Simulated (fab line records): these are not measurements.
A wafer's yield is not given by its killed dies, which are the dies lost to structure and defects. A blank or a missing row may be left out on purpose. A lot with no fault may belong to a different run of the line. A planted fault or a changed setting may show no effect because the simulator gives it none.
Split-lot trial | flow n5 finfet | 21 wafers read from 7 lots, route of 1938 steps

## THE SPLIT ITSELF
At N5_DUMMY_GATE_EXPOSE_12 (exposes mask GATE, target cd 25 nm), the setting dose mj was moved away from the recipe's 34 on 7 of the 21 wafers read, by -7.4% to +5.2%. This setting was run at the recipe's value on the other wafers.

## FROM THE SPLIT TO THE READING: what the file shows between them, 2 steps
- N5_DUMMY_GATE_PEB_13: peb time 60 s
- N5_DUMMY_GATE_DEVELOP_14: develop time 30 s

## THE READING
cd nm, in nm, at N5_DUMMY_GATE_CD_MEAS_15 (target cd 25.8 nm). A value of 24.90 nm with a standard deviation of 0.24 nm is what fault-free wafers of this fab line usually give.

wafer  | tool, chamber at the split | dose mj as run | against the recipe | cd nm, nm | against lot-mates on the recipe
L074.1 | euv scanner-02, 0          | 34             | recipe             | 24.94     | -
L074.2 | euv scanner-02, 0          | 34             | recipe             | 24.57     | -
L074.3 | euv scanner-02, 0          | 34             | recipe             | 24.56     | -
L075.1 | euv scanner-01, 0          | 32.81          | -3.5%              | 25.73     | +0.76
L075.3 | euv scanner-01, 0          | 34             | recipe             | 24.90     | -
L075.5 | euv scanner-01, 0          | 34             | recipe             | 25.04     | -
L081.2 | euv scanner-02, 0          | 35.76          | +5.2%              | 23.88     | -1.06
L081.3 | euv scanner-02, 0          | 35.76          | +5.2%              | 23.76     | -1.18
L081.4 | euv scanner-02, 0          | 34             | recipe             | 24.94     | -
L084.3 | euv scanner-02, 0          | 34             | recipe             | 24.88     | -
L084.4 | euv scanner-02, 0          | 34             | recipe             | 24.77     | -
L084.6 | euv scanner-02, 0          | 34             | recipe             | 25.10     | -
L085.1 | euv scanner-02, 0          | 34             | recipe             | 24.93     | -
L085.2 | euv scanner-02, 0          | 32.44          | -4.6%              | 25.95     | +0.72
L085.6 | euv scanner-02, 0          | 34             | recipe             | 25.53     | -
L092.2 | euv scanner-02, 0          | 34             | recipe             | 24.66     | -
L092.3 | euv scanner-02, 0          | 34             | recipe             | 24.74     | -
L092.5 | euv scanner-02, 0          | 31.48          | -7.4%              | 26.28     | +1.58
L094.2 | euv scanner-02, 0          | 33.21          | -2.3%              | 25.40     | +0.23
L094.3 | euv scanner-02, 0          | 34             | recipe             | 25.17     | -
L094.6 | euv scanner-02, 0          | 33.21          | -2.3%              | 25.58     | +0.41

FIT RESULTS
A straight line over all 21 wafers: cd nm changes by -0.208 nm for each +1% of dose mj; r = -0.93; the points scatter about the line by 0.22 nm.
The same after taking each lot's own level away (the mean of its wafers on the recipe; 21 wafers): -0.203 nm for each +1%; r = -0.96; scatter 0.16 nm.
Per that fit: largest dose mj move, reading shift of 1.5 nm.
Across the lots, their own levels run from 24.690 to 25.230 nm, a range of 2.3 times the standard deviation given above.
Consequently the slope shifts little with the lot-to-lot level, the two slopes agreeing.
Check: for one of the wafers moved furthest among these (-7.4%), held out of the fit, the line's prediction against its lot-mates is +1.42 nm. It came out at +1.58 nm against them.

## ADDITIONAL SPLITS CARRIED BY THESE WAFERS
These wafers also went through other splits before the reading. Each is held against what the fit with the lots' levels taken away leaves over:
other split on the same wafers  | wafers away from the commonest value | r with cd nm (lot level and that fit taken away)
N5_WELL_APT_COAT_02 spin rpm    | 5                                    | -0.07
N5_WELL_APT_PEB_06 peb time s   | 4                                    | +0.04
N5_FIN_SAQP_FIN_ETCH_36 icp w   | 7                                    | -0.03
N5_FIN_CUT_ETCH_21 time s       | 6                                    | -0.10
N5_FIN_CUT_CUT_ETCH_26 source w | 11                                   | -0.21

## THE WHOLE CHAIN: every reading that the file lists as answering this split, in the file's order
step                     | what it does                                                   | reading                                                           | change (the file's fit)               | r (the file's)
N5_DUMMY_GATE_CD_MEAS_15 | target cd 25.8 nm                                              | cd nm                                                             | -0.201 nm for each +1% of the setting | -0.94
N5_DUMMY_GATE_TRIM_49    | chemistry O2, time 29 s, target cd 14 nm                       | DUMMY_GATE.cd nm (the simulator's own value, which no gauge read) | -0.177 nm for each +1% of the setting | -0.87
N5_DUMMY_GATE_ETCH_44    | etches poly-Si in HBr/O2, stops on SiO2, target depth 127.5 nm | DUMMY_GATE.cd nm (the simulator's own value, which no gauge read) | -0.175 nm for each +1% of the setting | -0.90

## FILE'S OWN FIT
cd nm changes by -0.201 nm for each +1% of dose mj, r = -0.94.
